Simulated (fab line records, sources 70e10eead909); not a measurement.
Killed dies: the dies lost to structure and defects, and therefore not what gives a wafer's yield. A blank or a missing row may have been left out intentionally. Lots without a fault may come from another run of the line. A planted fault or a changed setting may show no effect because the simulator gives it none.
Chamber matching    flow nand harc    NHARC_A_STAIRCASE_TRIM_196 on rie diel-06 has 4 sister chambers
The step chemistry O2, time 211.2 s. 8 wafers are shown with their chamber, then 10 later ones without.

## WAFERS, EACH WITH ITS CHAMBER
wafer   chamber  showerhead plenum p Torr (Torr)  drypump motor current A (A)
L077.6  2        3.44                             5.4
L081.2  0        3.60                             6.2
L081.4  2        3.44                             5.4
L085.2  1        3.51                             5.7
L085.3  3        3.60                             6.1
L085.6  0        3.59                             6.2
L087.2  3        3.59                             6.2
L087.4  1        3.51                             5.8

## WAFERS WHOSE CHAMBER IS MISSING
wafer   showerhead plenum p Torr (Torr)  drypump motor current A (A)
L087.5  3.51                             5.8
L090.1  3.50                             5.8
L090.3  3.43                             5.4
L090.6  3.59                             6.1
L093.1  3.58                             6.2
L093.3  3.50                             5.8
L093.5  3.42                             5.5
L095.1  3.50                             5.8
L095.2  3.58                             6.2
L095.6  3.42                             5.4

## WHICH CHAMBER EACH WENT THROUGH
wafer   from the rows above      in truth
L087.5  1                        1
L090.1  1                        1
L090.3  2                        2
L090.6  can't be placed: 3 or 0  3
L093.1  can't be placed: 0 or 3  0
L093.3  1                        1
L093.5  2                        2
L095.1  1                        1
L095.2  can't be placed: 0 or 3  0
L095.6  2                        2
Placed correctly: 7 of 10. Cannot be placed on the basis of these rows: 3; the candidates contain the true chamber in 3. Number placed wrongly: 0.
How it was worked out, from the rows above alone: a wafer's distance from a chamber is the root of the sum, over the readings, of the square of ((its reading less the chamber's mean) divided by the reading's scatter). If the next closest chamber is less than 2 further off than the closest, the wafer can't be placed; otherwise it belongs to the closest. The mean given for a chamber averages the wafers shown for that chamber. The scatter is the square root of a quotient: the sum, over the shown wafers, of each reading's squared deviation from its chamber's mean, divided by wafers minus chambers.
